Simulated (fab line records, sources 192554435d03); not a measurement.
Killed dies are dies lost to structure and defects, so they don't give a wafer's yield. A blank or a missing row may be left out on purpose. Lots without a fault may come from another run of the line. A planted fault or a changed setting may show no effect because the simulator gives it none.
Chamber matching | flow n5_finfet | N5_BEOL_M3_ETCH_69 on rie_diel-05: 4 sister chambers
The step etches SiARC in CF4, target depth 15.6 nm, time 26 s. 8 wafers are shown with their chamber, then 9 later ones without.

WAFERS WITH THEIR CHAMBER
wafer  | chamber | drypump_motor_current_A (A) | showerhead_plenum_p_Torr (Torr)
L082.3 | 0       | 5.99                        | 2.23
L083.4 | 2       | 5.56                        | 2.17
L085.2 | 3       | 5.54                        | 2.12
L085.4 | 1       | 5.28                        | 2.15
L085.6 | 1       | 5.29                        | 2.15
L089.1 | 2       | 5.55                        | 2.17
L089.2 | 3       | 5.52                        | 2.11
L089.3 | 0       | 6.06                        | 2.23

WAFERS WITHOUT THEIR CHAMBER
wafer  | drypump_motor_current_A (A) | showerhead_plenum_p_Torr (Torr)
L093.1 | 5.55                        | 2.11
L093.5 | 5.54                        | 2.11
L093.6 | 6.02                        | 2.23
L094.3 | 5.52                        | 2.11
L094.4 | 5.27                        | 2.14
L094.6 | 5.31                        | 2.14
L096.1 | 5.99                        | 2.23
L096.4 | 5.55                        | 2.11
L096.6 | 5.30                        | 2.14

WHICH CHAMBER EACH WENT THROUGH
wafer  | from the rows above | in truth
L093.1 | 3                   | 3
L093.5 | 3                   | 3
L093.6 | 0                   | 0
L094.3 | 3                   | 3
L094.4 | 1                   | 1
L094.6 | 1                   | 1
L096.1 | 0                   | 0
L096.4 | 3                   | 3
L096.6 | 1                   | 1
Placed correctly: 9 of 9. Can't be placed from these rows: 0. Placed wrongly: 0.
How it was worked out, from the rows above alone: a wafer's distance from a chamber is the root of the sum, over the readings, of the square of ((its reading less the chamber's mean) divided by the reading's scatter). The wafer belongs to the nearest chamber; if the next one is less than 2 further off, it can't be placed. A chamber's mean is the mean of its shown wafers. The scatter: the root of (the sum of the squares of (reading less its chamber's mean) over the shown wafers, divided by (wafers less chambers)).
